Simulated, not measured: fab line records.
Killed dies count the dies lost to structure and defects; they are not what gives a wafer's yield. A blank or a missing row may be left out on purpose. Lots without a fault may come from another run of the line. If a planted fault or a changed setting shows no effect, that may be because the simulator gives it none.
Check of tool commonality	flow nand-harc	Sample size 12 lots and 36 wafers

== WHY THIS WAS OPENED ==
Flagged at NHARC_A_ONON_D2_THK_MEAS_27: reading thk-nm, on 2 of 12 lots. Fault-free wafers read 1000 nm, with a standard deviation of 9.3.
Rule: flag the lot when none of its wafers has a number, or when each of its wafers that has one lies beyond 4 standard deviations from that mean. All remaining lots are regarded as sound.

lot	measured	on	thk-nm (nm), wafer by wafer	flag
L405	day 13 03:57	film-metro-01	1001 998 1001	
L406	day 13 13:09	film-metro-02	1007 1007 1008	
L409	day 14 14:28	film-metro-02	1004 1006 1003	
L408	day 14 14:28	film-metro-01	1020 1020 1020	
L410	day 15 09:02	film-metro-02	977 981 980	
L416	day 18 06:08	film-metro-02	668 669 668	FLAGGED
L417	day 18 20:20	film-metro-01	661 662 662	FLAGGED
L419	day 18 20:21	film-metro-01	1001 1003 1001	
L422	day 20 16:29	film-metro-02	985 985 984	
L425	day 21 20:25	film-metro-02	1012 1009 1009	
L426	day 22 03:05	film-metro-02	991 993 994	
L427	day 22 15:39	film-metro-02	1002 1002 1001	
On average the flagged lots' numbers are 665 nm, which is -335 nm against the usual, or -36 standard deviations.

== LOT BY LOT: THE TOOL USED ==
Before the reading, the record contains 3 process steps out of a 1302-step route. Every cell lists first the tool, next ch and the chambers used by the sampled wafers, and last the start.
lot	flag	NHARC_A_CHANNEL_FILL_D1_ETCHBACK_08	NHARC_A_CHANNEL_FILL_D1_STRIP_29	NHARC_A_ONON_D2_DEP_25
L405		rie-diel-06 ch 0,1,3, day 11 05:28 or earlier	rie-diel-06 ch 0,1,3, day 11 05:28 or earlier	pecvd-onon-01 ch 0, day 13 03:30
L406		rie-diel-06 ch 0,1, day 11 16:23 or earlier	rie-diel-06 ch 0,1,3, day 11 16:23 or earlier	pecvd-onon-04 ch 0, day 13 12:38
L409		rie-diel-02 ch 0,1,3, day 12 15:21 or earlier	rie-diel-02 ch 0,2,3, day 12 15:21 or earlier	pecvd-onon-04 ch 0, day 14 13:57
L408		rie-diel-01 ch 0,2,3, day 12 15:20 or earlier	rie-diel-01 ch 0,1,3, day 12 15:20 or earlier	pecvd-onon-02 ch 0, day 14 14:01
L410		rie-diel-01 ch 1,2,3, day 13 15:25 or earlier	rie-diel-01 ch 0,2,3, day 13 15:25 or earlier	pecvd-onon-02 ch 0, day 15 08:38
L416	FLAGGED	rie-diel-01 ch 1,2, day 16 03:41 or earlier	rie-diel-01 ch 0,1,2, day 16 03:41 or earlier	pecvd-onon-02 ch 0, day 18 05:40
L417	FLAGGED	rie-diel-02 ch 0,1, day 16 19:07 or earlier	rie-diel-02 ch 0,1,2, day 16 19:07 or earlier	pecvd-onon-02 ch 0, day 18 19:50
L419		rie-diel-01 ch 0,1, day 16 16:44 or earlier	rie-diel-01 ch 0,1,2, day 16 16:44	pecvd-onon-04 ch 0, day 18 19:50
L422		rie-diel-06 ch 0,2,3, day 18 05:16 or earlier	rie-diel-06 ch 0,2,3, day 18 05:16	pecvd-onon-04 ch 0, day 20 15:58
L425		rie-diel-01 ch 2,3, day 19 17:05 or earlier	rie-diel-01 ch 0,1,2, day 19 17:05 or earlier	pecvd-onon-01 ch 0, day 21 19:55
L426		rie-diel-06 ch 0,1,2, day 19 21:31 or earlier	rie-diel-06 ch 1,3, day 19 21:31 or earlier	pecvd-onon-04 ch 0, day 22 02:35
L427		rie-diel-06 ch 1,2,3, day 20 15:49 or earlier	rie-diel-06 ch 0,1,3, day 20 15:49 or earlier	pecvd-onon-01 ch 0, day 22 15:12
These steps, and what they do:
- NHARC_A_CHANNEL_FILL_D1_ETCHBACK_08: etches the open film in C4F8, target depth 220 nm, time 110 s.
- NHARC_A_CHANNEL_FILL_D1_STRIP_29: strips in O2, time 20 s.
- NHARC_A_ONON_D2_DEP_25: target thk 1000 nm.
- NHARC_A_ONON_D2_THK_MEAS_27: measures by ellipsometry.

== FLAGGED OVER TOTAL, TOOL BY TOOL (the gauges that took the reading come last) ==
step	tool	lots run	flagged	share of the flagged lots	sound lots run after its first flagged lot
NHARC_A_CHANNEL_FILL_D1_ETCHBACK_08	rie-diel-01	5	1	some	2 (L419,L425)
NHARC_A_CHANNEL_FILL_D1_ETCHBACK_08	rie-diel-02	2	1	some	0
NHARC_A_CHANNEL_FILL_D1_ETCHBACK_08	rie-diel-06	5	0	none	-
NHARC_A_CHANNEL_FILL_D1_STRIP_29	rie-diel-01	5	1	some	2 (L419,L425)
NHARC_A_CHANNEL_FILL_D1_STRIP_29	rie-diel-02	2	1	some	0
NHARC_A_CHANNEL_FILL_D1_STRIP_29	rie-diel-06	5	0	none	-
NHARC_A_ONON_D2_DEP_25	pecvd-onon-01	3	0	none	-
NHARC_A_ONON_D2_DEP_25	pecvd-onon-02	4	2	all	0
NHARC_A_ONON_D2_DEP_25	pecvd-onon-04	5	0	none	-
NHARC_A_ONON_D2_THK_MEAS_27	film-metro-01	4	1	some	1 (L419)
NHARC_A_ONON_D2_THK_MEAS_27	film-metro-02	8	1	some	4 (L422,L425,L426,L427)
NHARC_A_CHANNEL_FILL_D1_ETCHBACK_08: start missing for some lots; hours and lot order therefore follow NHARC_A_CHANNEL_FILL_D1_INSPECT_13. NHARC_A_CHANNEL_FILL_D1_STRIP_29: start missing for some lots; hours and lot order therefore follow NHARC_A_CHANNEL_FILL_D1_INSPECT_13.

== WHAT THE TABLE ALLOWS ==
All flagged lots share 1 row of the table, namely pecvd-onon-02 at NHARC_A_ONON_D2_DEP_25.
- pecvd-onon-02 at NHARC_A_ONON_D2_DEP_25 ran 4 lots, 2 of them flagged. It ran its last sound lot, L410, at day 15 08:38 and its first flagged lot, L416, at day 18 05:40: a fault with its onset between the two fits.
pecvd-onon-02 at NHARC_A_ONON_D2_DEP_25 is the single tool remaining.

== WHAT WAS PUT IN BY THE SIMULATOR ==
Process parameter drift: pecvd-onon-02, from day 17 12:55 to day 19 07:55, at NHARC_A_ONON_D2_DEP_25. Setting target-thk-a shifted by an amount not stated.
Lots struck among those shown: L416, L417. The rule given above showed the same thing.
